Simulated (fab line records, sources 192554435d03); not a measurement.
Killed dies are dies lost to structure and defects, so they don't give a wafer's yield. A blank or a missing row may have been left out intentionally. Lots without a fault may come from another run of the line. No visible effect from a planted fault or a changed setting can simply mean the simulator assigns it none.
Chamber matching    flow n5-finfet    N5_BEOL_M9_STRIP_36 on rie-diel-02 has 4 sister chambers
The step strips in N2/H2. 8 wafers are shown with their chamber, then 7 later ones without.

== WAFERS, EACH WITH ITS CHAMBER ==
wafer   chamber  drypump-motor-current-A (A)  throttle-valve-pct (%)
L943.1  0        5.6                          23.0
L943.4  1        6.3                          23.4
L943.6  3        5.6                          23.7
L947.4  2        5.9                          23.4
L947.5  0        5.6                          23.0
L947.6  3        5.6                          23.8
L946.1  1        6.4                          23.3
L946.4  2        5.9                          23.4

== WAFERS WHOSE CHAMBER IS MISSING ==
wafer   drypump-motor-current-A (A)  throttle-valve-pct (%)
L946.5  6.4                          23.3
L948.1  5.6                          23.8
L948.3  5.9                          23.4
L948.6  5.6                          23.0
L949.1  5.9                          23.4
L949.5  6.4                          23.3
L949.6  5.6                          23.0

== EACH ONE'S CHAMBER ==
wafer   from the rows above  in truth
L946.5  1                    1
L948.1  3                    3
L948.3  2                    2
L948.6  0                    0
L949.1  2                    2
L949.5  1                    1
L949.6  0                    0
Placed correctly: 7 of 7. Not placeable from these rows: 0. Wrongly placed: 0.
How it was worked out, from the rows above alone: a wafer's distance from a chamber is the root of the sum, over the readings, of the square of ((its reading less the chamber's mean) divided by the reading's scatter). The wafer belongs to the nearest chamber; if the next one is less than 2 further off, it can't be placed. A chamber's mean is the mean of its shown wafers. The scatter: the root of (the sum of the squares of (reading less its chamber's mean) over the shown wafers, divided by (wafers less chambers)).
